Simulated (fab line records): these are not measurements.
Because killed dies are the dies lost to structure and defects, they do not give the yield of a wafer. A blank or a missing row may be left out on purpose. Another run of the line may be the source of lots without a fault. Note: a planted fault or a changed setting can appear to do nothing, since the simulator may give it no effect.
fab line records | flow n5Finfet
record: lots: 10 wafers: 30 lastDay: 18
route steps=1938 shown BEOL_M7@1284 PASSIVATION@1936
lots that met no fault: taken from a fault-free run of the same line
startH: hours from the record's opening day to when the first of the lot's shown wafers began | waitH: hours elapsed since this lot's preceding step | " as in the row above | L1.1+2: a row that stands for several wafers | - no value present, or no start provided | * or withheld: withheld | < > ~ a bound
route shown NAME@n: names a module that has steps shown in the file, with the first one's number in the route | usual: mean/standard deviation taken from wafers without a fault | same: alike in all rows | chamber/n: place in a boat | sites: readings site by site | _std_site: the standard deviation of these | _edge_site: the outer-site mean with the inner-site mean subtracted | radiusMm: for every site, how far away it sits from the centre of the wafer | mask NAME#n: copy n | behind: the tool/chamber that last shaped the wafer | hold: cause of the lot's hold/its duration in hours/its outcome | device: the transistor (n, p or np) that didn't switch | end of line: the same wafers' tests at the end of the route | a step with no rows: only its recipe | killed: the dies lost at the first sort to structure and to defects; this is not the yield of the wafer | map: per-die view of a wafer (x killed, . not killed, _ where there is no die)
set.NAME: the setting the step ran with; set.NAME@STEP: the setting that earlier step ran with | model.NAME: the simulator's own value behind a step, which no gauge read
a sample of lots followed through the steps of the route, with each step as a table and each wafer as a row
services: from which hour (startH, from the record's first day; less than 0 if before it) a tool's chamber was out of use, for how many hours, and why
== steps ==
step: N5_BEOL_M7_HM_OPEN_17
recipe: chemistry: Cl2/BCl3 targetDepthA: 200 overetchA: 60 target: TiN maskMaterial: SOC ionEnergyEv: 150 pressureMtorr: 10 icpW: 1000 biasW: 126 Cl2_flow_sccm: 53.25 bcl3FlowSccm: 21.75 Ar_flow_sccm: 25
usual: biasW: 126.0/0.39 drypumpMotorCurrentA: 5.8/0.35 oesProductAu: 0.67/0.087 throttleValvePct: 22.17/0.16
columns lot.wafer tool chamber startH waitH biasW drypumpMotorCurrentA oesProductAu rfHoursCounterH throttleValvePct
L448.1 rieMetal-01 0 219.58 0.0 126.0 6.1 0.77 7 21.96
L448.5 " 1 " " 125.7 6.2 0.54 - 22.08
L448.6 " 0 " " 126.3 6.1 0.77 - 21.98
L451.3 rieMetal-02 1 231.96 0.1 125.0 5.7 0.79 - 22.16
L451.4 " 0 " " 125.0 5.3 0.62 - 22.42
L451.6 " 0 " " 125.4 5.3 0.62 - 22.42
L453.1 rieMetal-01 0 236.79 0.0 125.9 6.1 0.77 10 21.97
L453.3 " 0 " " 125.5 6.1 0.76 - 21.98
L453.5 " 1 " " 125.8 6.2 0.54 - 22.08
L460.3 rieMetal-01 1 287.97 0.1 126.3 6.2 0.53 - 22.09
L460.4 " 0 " " 126.7 6.1 0.73 - 22.00
L460.6 " 1 " " 126.6 6.3 0.53 - 22.10
L465.1 rieMetal-02 0 313.33 0.0 126.3 5.3 0.61 61 22.45
L465.2 " 0 " " 126.6 5.3 0.61 - 22.43
L465.3 " 0 " " 125.9 5.3 0.61 - 22.44
L464.1 rieMetal-01 0 313.36 0.1 126.2 6.1 0.72 16 22.00
L464.4 " 0 " " 126.2 6.1 0.73 - 22.00
L464.6 " 1 " " 125.6 6.2 0.53 - 22.11
L467.1 rieMetal-01 0 329.95 0.0 126.1 6.1 0.72 18 22.02
L467.4 " 0 " " 125.4 6.1 0.71 - 22.02
L467.6 " 0 " " 126.3 6.1 0.72 - 22.01
L468.2 rieMetal-03 1 335.55 0.0 125.7 5.6 0.72 19 22.03
L468.3 " 0 " " 126.0 5.5 0.63 - 22.33
L468.6 " 0 " " 125.1 5.5 0.63 - 22.33
L469.1 rieMetal-02 1 340.55 0.0 125.9 5.7 0.76 16 22.18
L469.2 " 0 " " 126.0 5.3 0.61 65 22.44
L469.5 " 1 " " 125.6 5.7 0.75 - 22.18
L470.1 rieMetal-03 1 344.48 0.0 126.2 5.6 0.71 20 22.07
L470.4 " 0 " " 125.7 5.5 0.64 - 22.32
L470.6 " 1 " " 125.3 5.6 0.72 - 22.07
step: N5_BEOL_M7_STRIP_19
recipe: chemistry: O2 powerW: 400 tempC: 40 pressureMtorr: 30 rfFrequencyHz: 6e+07 biasPowerW: 0 overashFraction: 0.2 o2FlowSccm: 225
usual: drypumpMotorCurrentA: 5.7/0.33 oesProductAu: 0.78/0.079 rfVppV: 3.7/0.64 showerheadPlenumPTorr: 2.09/0.089 throttleValvePct: 16.72/0.29
columns lot.wafer tool chamber startH waitH drypumpMotorCurrentA oesProductAu rfHoursCounterH rfVppV showerheadPlenumPTorr throttleValvePct
L448.1 rieDiel-05 2 219.70 0.1 6.0 0.70 215 3.4 2.16 16.55
L448.5 " 2 " " 6.1 0.70 - 3.7 2.16 16.54
L448.6 " 3 " " 5.5 0.92 - 3.5 2.05 16.43
L451.3 rieDiel-06 2 232.04 0.1 5.9 0.70 180 4.9 2.01 17.06
L451.4 " 1 " " 5.9 0.75 150 3.3 1.94 17.16
L451.6 " 3 " " 5.3 0.95 - 4.3 2.23 16.25
L453.1 rieDiel-06 3 236.90 0.1 5.3 0.94 17 3.9 2.23 16.21
L453.3 " 0 " " 5.7 0.79 121 3.4 2.19 16.72
L453.5 " 3 " " 5.3 0.95 - 3.1 2.23 16.24
L460.3 rieDiel-06 2 288.07 0.1 5.9 0.71 196 3.4 2.00 17.10
L460.4 " 3 " " 5.3 0.92 33 3.2 2.22 16.26
L460.6 " 2 " " 5.9 0.70 - 3.1 2.00 17.08
L464.1 rieDiel-02 1 313.48 0.1 6.3 0.76 140 4.7 2.19 17.09
L464.4 " 3 " " 5.5 0.72 203 2.6 2.08 16.88
L464.6 " 3 " " 5.5 0.71 - 3.5 2.08 16.87
L465.1 rieDiel-02 0 313.54 0.2 5.4 0.91 19 4.5 2.14 16.31
L465.2 " 2 " " 5.5 0.73 154 4.2 2.01 16.67
L465.3 " 3 " " 5.5 0.72 203 3.6 2.08 16.88
L467.1 rieDiel-02 3 330.15 0.2 5.5 0.71 207 4.9 2.07 16.88
L467.4 " 1 " " 6.3 0.75 144 4.2 2.19 17.10
L467.6 " 3 " " 5.5 0.71 - 3.0 2.07 16.89
L468.2 rieDiel-06 1 335.80 0.2 5.9 0.71 182 4.1 1.93 17.22
L468.3 " 3 " " 5.3 0.88 47 3.8 2.22 16.31
L468.6 " 1 " " 5.9 0.73 - 4.2 1.93 17.21
L469.1 rieDiel-05 0 340.67 0.1 6.2 0.70 206 4.0 2.07 16.71
L469.2 " 1 " " 5.2 0.82 71 4.0 2.03 16.63
L469.5 " 3 " " 5.5 0.85 - 2.8 2.03 16.51
L470.1 rieDiel-05 1 344.85 0.3 5.2 0.81 73 3.4 2.03 16.64
L470.4 " 0 " " 6.2 0.69 - 3.9 2.07 16.69
L470.6 " 3 " " 5.5 0.85 - 2.9 2.03 16.50
step: N5_BEOL_M7_COAT_71
recipe: resist: underlayer tempC: 205 timeS: 60 spinRpm: 1500 resistThkNm: 5
usual: spinSpeedRpm: 1500.0/1
columns lot.wafer tool chamber startH waitH spinSpeedRpm
L448.1 lithoTrack-02 0 219.81 - 1498.8
L448.5 " 0 " " 1499.2
L448.6 " 0 " " 1499.8
L451.3 lithoTrack-02 0 234.51 - 1333.0
L451.4 " 0 " " 1331.8
L451.6 " 0 " " 1331.4
L453.1 lithoTrack-02 0 238.07 - 1329.6
L453.3 " 0 " " 1329.7
L453.5 " 0 " " 1330.2
L460.3 lithoTrack-03 0 288.46 - 1500.5
L460.4 " 0 " " 1500.9
L460.6 " 0 " " 1500.7
L464.1 lithoTrack-02 0 314.99 - 1498.6
L464.4 " 0 " " 1498.4
L464.6 " 0 " " 1498.8
L465.1 lithoTrack-03 0 315.06 - 1500.8
L465.2 " 0 " " 1501.5
L465.3 " 0 " " 1500.2
L467.1 lithoTrack-03 0 330.26 - 1499.7
L467.4 " 0 " " 1499.8
L467.6 " 0 " " 1499.5
L468.2 lithoTrack-02 0 338.15 - 1500.3
L468.3 " 0 " " 1500.2
L468.6 " 0 " " 1498.8
L469.1 lithoTrack-02 0 342.11 - 1501.2
L469.2 " 0 " " 1499.1
L469.5 " 0 " " 1500.3
L470.1 lithoTrack-04 0 346.21 - 1499.2
L470.4 " 0 " " 1500.4
L470.6 " 0 " " 1501.3
step: N5_BEOL_M7_OVL_MEAS_29
recipe: pointsPerWafer: 522
usual: V6_OVL: 0.0/0.73
columns lot.wafer tool chamber startH waitH V6_OVL[nm]
L448.1 overlay-01 0 220.10 0.0 -0.2
L448.5 " 0 " " -0.4
L448.6 " 0 " " -0.3
L451.3 overlay-02 0 234.94 0.0 0.5
L451.4 " 0 " " -0.9
L451.6 " 0 " " -0.8
L453.1 overlay-01 0 238.37 0.0 0.4
L453.3 " 0 " " 0.6
L453.5 " 0 " " 0.2
L460.3 overlay-01 0 288.76 0.0 1.1
L460.4 " 0 " " 0.7
L460.6 " 0 " " 0.4
L464.1 overlay-01 0 315.28 0.0 0.0
L464.4 " 0 " " 0.2
L464.6 " 0 " " 0.2
L465.1 overlay-02 0 315.36 0.0 0.1
L465.2 " 0 " " 0.1
L465.3 " 0 " " -0.4
L467.1 overlay-02 0 330.68 0.0 0.3
L467.4 " 0 " " 0.2
L467.6 " 0 " " 0.3
L468.2 overlay-02 0 338.46 0.0 0.7
L468.3 " 0 " " 1.2
L468.6 " 0 " " -0.4
L469.1 overlay-02 0 342.53 0.0 -0.4
L469.2 " 0 " " -0.2
L469.5 " 0 " " -0.5
L470.1 overlay-01 0 346.50 0.0 0.8
L470.4 " 0 " " 1.2
L470.6 " 0 " " 1.3
step: N5_BEOL_M7_ETCH_72
recipe: chemistry: N2/H2 target: underlayer targetDepthA: 65 maskMaterial: CAR-EUV timeS: 5.2 ionEnergyEv: 200 pressureMtorr: 30 sourceW: 840 biasW: 150 n2FlowSccm: 200 h2FlowSccm: 200 ends: cleared
usual: biasW: 150.0/0.48 drypumpMotorCurrentA: 5.7/0.34 etchRfOnTimeS: 5.18/0.067 oesProductAu: 0.66/0.06 rfVppV: 523/3.1 showerheadPlenumPTorr: 2.53/0.1 throttleValvePct: 17.88/0.25
columns lot.wafer tool chamber startH waitH biasW drypumpMotorCurrentA etchRfOnTimeS oesProductAu rfHoursCounterH rfVppV showerheadPlenumPTorr throttleValvePct
L448.1 rieDiel-02 1 220.29 0.0 150.4 6.3 5.21 0.66 112 527 2.68 18.22
L448.5 " 3 " " 150.8 5.5 5.27 0.63 - 522 2.53 18.01
L448.6 " 1 " " 150.5 6.3 5.15 0.66 - 528 2.68 18.21
L451.3 rieDiel-02 3 235.08 0.0 149.9 5.5 5.59 0.63 - 525 2.53 18.00
L451.4 " 2 " " 150.4 5.5 5.50 0.65 - 523 2.45 17.69
L451.6 " 2 " " 149.6 5.5 5.47 0.65 - 521 2.45 17.72
L453.1 rieDiel-05 2 238.49 0.0 149.6 6.1 5.48 0.59 220 524 2.62 17.60
L453.3 " 0 " " 150.0 6.2 5.43 0.62 179 522 2.53 17.87
L453.5 " 1 " " 150.2 5.2 5.43 0.74 - 524 2.48 17.78
L460.3 rieDiel-06 0 289.18 0.0 150.5 5.8 5.13 0.68 137 526 2.66 18.03
L460.4 " 1 " " 149.7 5.9 5.02 0.62 167 519 2.34 18.26
L460.6 " 0 " " 149.9 5.7 5.16 0.67 - 528 2.66 18.04
L464.1 rieDiel-05 0 315.41 0.0 149.9 6.1 5.17 0.60 198 524 2.52 17.96
L464.4 " 2 " " 150.2 6.1 5.20 0.58 245 526 2.61 17.65
L464.6 " 1 " " 150.2 5.2 5.18 0.70 - 522 2.47 17.82
L465.1 rieDiel-06 3 315.49 0.0 150.7 5.3 5.16 0.75 41 529 2.69 17.41
L465.2 " 0 " " 148.6 5.8 5.25 0.66 146 526 2.66 18.07
L465.3 " 1 " " 149.7 5.9 5.08 0.62 175 520 2.33 18.29
L467.1 rieDiel-05 2 330.81 0.0 149.4 6.0 5.20 0.58 249 525 2.61 17.65
L467.4 " 0 " " 149.3 6.2 5.14 0.59 202 522 2.52 17.93
L467.6 " 3 " " 150.4 5.5 5.22 0.73 - 525 2.48 17.84
L468.2 rieDiel-05 0 338.59 0.0 149.4 6.2 5.21 0.59 205 522 2.52 17.92
L468.3 " 1 " " 150.2 5.2 5.21 0.69 70 520 2.47 17.83
L468.6 " 3 " " 150.0 5.6 5.22 0.73 - 521 2.48 17.87
L469.1 rieDiel-06 1 342.66 0.0 150.1 5.9 5.06 0.62 184 517 2.33 18.29
L469.2 " 0 " " 150.2 5.7 5.23 0.65 154 529 2.66 18.06
L469.5 " 0 " " 149.9 5.7 5.22 0.64 - 527 2.65 18.06
L470.1 rieDiel-05 0 346.63 0.0 150.6 6.1 5.13 0.60 209 522 2.51 17.93
L470.4 " 0 " " 151.4 6.1 5.16 0.60 - 522 2.51 17.94
L470.6 " 3 " " 150.8 5.6 5.20 0.72 - 524 2.48 17.85
step: N5_PASSIVATION_PROBE_49
usual: defectLimitedYield: 91.2/1.5 killed_at_M0_to_M3: 32/9.6 killed_at_M4_up: 13/5.3 killedAtContacts: 13/6.7 killedAtFrontEnd: 42/11 killedAtOther: 3.8/2.9 killedDies: 103/17 killedOpen: 67/13 killedShort: 35/7.9 sort_bin_5_function: 5.2/0.94 sort_bin_6_memory: 3.3/0.64 sortNPass: 1077/17 sortYieldPct: 91.2/1.5
same: grossDies: 1180 killedAtBackSide: 0 sort_bin_4_leakage[%]: 0 sort_bin_8_speed[%]: 0
columns lot.wafer tool chamber startH waitH defectLimitedYield[%] killed_at_M0_to_M3 killed_at_M4_up killedAtContacts killedAtFrontEnd killedAtOther killedDies killedOpen killedShort sort_bin_5_function[%] sort_bin_6_memory[%] sortNPass sortYieldPct[%]
L448.1 prober-01 - 293.80 0.0 91.7 25 22 9 42 0 98 73 25 5.1 3.1 1082 91.7
L448.5 prober-01 - 294.00 0.2 87.3 37 19 20 71 3 150 106 44 8.5 4.0 1030 87.3
L448.6 prober-01 - 294.05 0.3 92.1 24 7 8 50 4 93 58 35 4.6 3.2 1087 92.1
L451.3 prober-01 - 318.47 0.1 92.1 29 13 19 31 1 93 63 30 4.3 3.2 1087 92.1
L451.4 prober-01 - 318.52 0.2 95.1 9 8 7 31 3 58 38 19 2.5 2.3 1122 95.1
L451.6 prober-01 - 318.62 0.3 93.6 24 8 6 35 3 76 48 26 4.2 2.2 1104 93.6
L453.1 prober-02 - 320.12 0.0 90.4 30 19 20 40 4 113 65 45 5.8 3.4 1067 90.4
L453.3 prober-02 - 320.22 0.1 91.8 38 12 10 32 5 97 63 33 5.0 2.8 1083 91.8
L453.5 prober-02 - 320.32 0.2 89.2 38 21 22 42 5 128 87 37 7.0 3.6 1052 89.2
L460.3 prober-01 - 376.48 0.1 91.7 22 7 13 46 10 98 60 37 5.2 2.9 1082 91.7
L460.4 prober-01 - 376.53 0.2 93.7 13 4 14 41 2 74 49 24 3.7 2.4 1106 93.7
L460.6 prober-01 - 376.63 0.3 91.5 36 11 13 35 5 100 58 42 5.3 2.8 1080 91.5
L467.1 prober-01 - 414.94 0.0 90.8 23 19 15 45 7 109 69 36 4.9 3.7 1071 90.8
L467.4 prober-01 - 415.09 0.2 91.1 31 22 15 37 0 105 70 29 5.3 3.2 1075 91.1
L467.6 prober-01 - 415.19 0.3 91.2 34 11 20 37 2 104 62 38 5.3 3.1 1076 91.2
killed by level:class
L448.1 STI_FIN_REVEAL:geometricParticle:open=21 BEOL_M4:geometricParticle:open=17 BEOL_M2:geometricParticle:open=10 MOL_CONTACT_COAG:geometricParticle:open=8 STI_FIN_REVEAL:geometricParticle:short=5 FIN_SAQP:geometricParticle:open=3 FIN_SAQP:geometricParticle:short=3 GATE_CUT:geometricParticle:short=3
L448.5 STI_FIN_REVEAL:geometricParticle:open=27 FIN_SAQP:geometricParticle:open=16 BEOL_M4:geometricParticle:open=11 FIN_SAQP:geometricParticle:short=10 MOL_CONTACT_COAG:geometricParticle:open=10 MOL_CONTACT_COAG:geometricParticle:short=10 BEOL_M2:geometricParticle:open=8 BEOL_M3:geometricParticle:open=8
L448.6 FIN_SAQP:geometricParticle:short=12 FIN_SAQP:geometricParticle:open=12 STI_FIN_REVEAL:geometricParticle:open=10 BEOL_M3:geometricParticle:open=10 BEOL_M4:geometricParticle:open=6 MOL_CONTACT_COAG:geometricParticle:short=5 BEOL_M0_SAQP:geometricParticle:short=5 BEOL_M2:geometricParticle:open=4
L451.3 MOL_CONTACT_COAG:geometricParticle:open=14 FIN_SAQP:geometricParticle:open=7 FIN_SAQP:geometricParticle:short=5 GATE_CUT:geometricParticle:open=5 MOL_CONTACT_COAG:geometricParticle:short=5 BEOL_M1:geometricParticle:open=5 BEOL_M2:geometricParticle:open=5 BEOL_M3:geometricParticle:open=5
L451.4 FIN_SAQP:geometricParticle:open=7 STI_FIN_REVEAL:geometricParticle:open=6 FIN_SAQP:geometricParticle:short=5 MOL_CONTACT_COAG:geometricParticle:open=5 BEOL_M4:geometricParticle:open=3 STARTING-WAFER:geometricParticle:short=3 STARTING-WAFER:geometricParticle:open=3 DUMMY_GATE:geometricParticle:open=2
L451.6 FIN_SAQP:geometricParticle:open=9 MOL_CONTACT_COAG:geometricParticle:open=6 FIN_SAQP:geometricParticle:short=5 BEOL_M0_SAQP:geometricParticle:open=5 BEOL_M0_SAQP:geometricParticle:short=4 GATE_CUT:geometricParticle:short=4 BEOL_M4:geometricParticle:open=4 BEOL_M1:geometricParticle:open=4
L453.1 MOL_CONTACT_COAG:geometricParticle:open=14 FIN_SAQP:geometricParticle:short=12 BEOL_M0_SAQP:geometricParticle:short=10 BEOL_M3:geometricParticle:open=8 STI_FIN_REVEAL:geometricParticle:open=7 FIN_SAQP:geometricParticle:open=6 MOL_CONTACT_COAG:geometricParticle:short=6 BEOL_M0_SAQP:geometricParticle:open=6
L453.3 BEOL_M0_SAQP:geometricParticle:short=10 MOL_CONTACT_COAG:geometricParticle:open=9 BEOL_M3:geometricParticle:open=8 BEOL_M0_SAQP:geometricParticle:open=7 FIN_SAQP:geometricParticle:open=4 STI_FIN_REVEAL:geometricParticle:open=4 GATE_CUT:geometricParticle:short=4 BEOL_M1:geometricParticle:short=4
L453.5 MOL_CONTACT_COAG:geometricParticle:open=20 BEOL_M4:geometricParticle:open=11 BEOL_M1:geometricParticle:open=9 STI_FIN_REVEAL:geometricParticle:open=8 BEOL_M0_SAQP:geometricParticle:short=8 FIN_SAQP:geometricParticle:short=7 BEOL_M0_SAQP:geometricParticle:open=6 BEOL_M3:geometricParticle:open=5
L460.3 FIN_SAQP:geometricParticle:open=11 MOL_CONTACT_COAG:geometricParticle:open=11 GATE_CUT:geometricParticle:short=8 BEOL_M0_SAQP:geometricParticle:short=8 FIN_SAQP:geometricParticle:short=6 DUMMY_GATE:geometricParticle:open=5 BEOL_M0_SAQP:geometricParticle:open=5 BEOL_M2:geometricParticle:open=5
L460.4 MOL_CONTACT_COAG:geometricParticle:open=13 FIN_SAQP:geometricParticle:open=12 FIN_SAQP:geometricParticle:short=8 STARTING-WAFER:geometricParticle:open=6 STI_FIN_REVEAL:geometricParticle:open=4 BEOL_M0_SAQP:geometricParticle:open=4 STI_FIN_REVEAL:geometricParticle:short=3 GATE_CUT:geometricParticle:short=3
L460.6 BEOL_M0_SAQP:geometricParticle:open=11 FIN_SAQP:geometricParticle:short=10 FIN_SAQP:geometricParticle:open=10 MOL_CONTACT_COAG:geometricParticle:open=9 BEOL_M0_SAQP:geometricParticle:short=7 BEOL_M1:geometricParticle:open=6 MOL_CONTACT_COAG:geometricParticle:short=4 BEOL_M3:geometricParticle:open=4
L467.1 MOL_CONTACT_COAG:geometricParticle:open=14 FIN_SAQP:geometricParticle:short=12 BEOL_M5:geometricParticle:open=7 FIN_SAQP:geometricParticle:open=6 GATE_CUT:geometricParticle:short=6 BEOL_M1:geometricParticle:open=6 ILD0:geometricParticle:open=4 BEOL_M0_SAQP:geometricParticle:open=4
L467.4 BEOL_M0_SAQP:geometricParticle:open=13 MOL_CONTACT_COAG:geometricParticle:open=12 STI_FIN_REVEAL:geometricParticle:open=9 BEOL_M1:geometricParticle:open=6 FIN_SAQP:geometricParticle:open=5 BEOL_M0_SAQP:geometricParticle:short=5 BEOL_M4:geometricParticle:open=5 FIN_SAQP:geometricParticle:short=4
L467.6 MOL_CONTACT_COAG:geometricParticle:open=15 BEOL_M0:geometricParticle:short=9 BEOL_M1:geometricParticle:open=8 FIN_SAQP:geometricParticle:short=6 FIN_SAQP:geometricParticle:open=5 STI_FIN_REVEAL:geometricParticle:open=5 GATE_CUT:geometricParticle:short=5 MOL_CONTACT_COAG:geometricParticle:short=5
== services ==
columns tool chamber startH hours kind
rieDiel-02 - 211.42 0.1 repair
lithoTrack-02 - 213.56 - consumableReplace:filter
rieDiel-02 0 219.73 - clean
rieDiel-02 0 219.73 - consumableReplace:focusRing
rieMetal-02 - 224.83 1.2 repair
rieMetal-03 - 225.57 28.1 pm
rieDiel-02 1 234.79 10.1 repair
rieMetal-02 - 239.47 1.7 repair
rieDiel-05 0 290.58 14.1 repair
rieMetal-01 - 292.87 14.6 pm
rieMetal-03 - 303.59 1.4 pm
rieMetal-03 0 309.96 21.4 repair
rieMetal-02 1 310.40 10.4 repair
rieDiel-06 2 323.89 4.5 repair
rieMetal-01 1 329.06 - clean
rieDiel-05 2 335.81 - clean
rieDiel-05 2 335.81 - consumableReplace:focusRing
rieDiel-05 2 335.81 25.0 scheduledDown
rieDiel-05 2 335.81 25.0 ventCycle
== key ==
firstSign: step: N5_BEOL_M7_COAT_71 reading: spinSpeedRpm direction: down sigmas: 99+ usual: * struck: *
effect: step: N5_BEOL_M7_ETCH_72 reading: etchRfOnTimeS direction: up sigmas: 4.6 usual: * struck: *
metAt N5_BEOL_M7_COAT_71
struckLots L451,L453
notActingAt N5_BEOL_M7_HM_OPEN_17,N5_BEOL_M7_STRIP_19,N5_BEOL_M7_OVL_MEAS_29
onsetBetween 219.81 234.51
fault: kind: processParameterDrift tool: lithoTrack-02 chamber: - onsetH: 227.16 steps: N5_BEOL_M7_COAT_71 channel: spinRpm offset: * shape: step endH: 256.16 actsIn: * stated: *
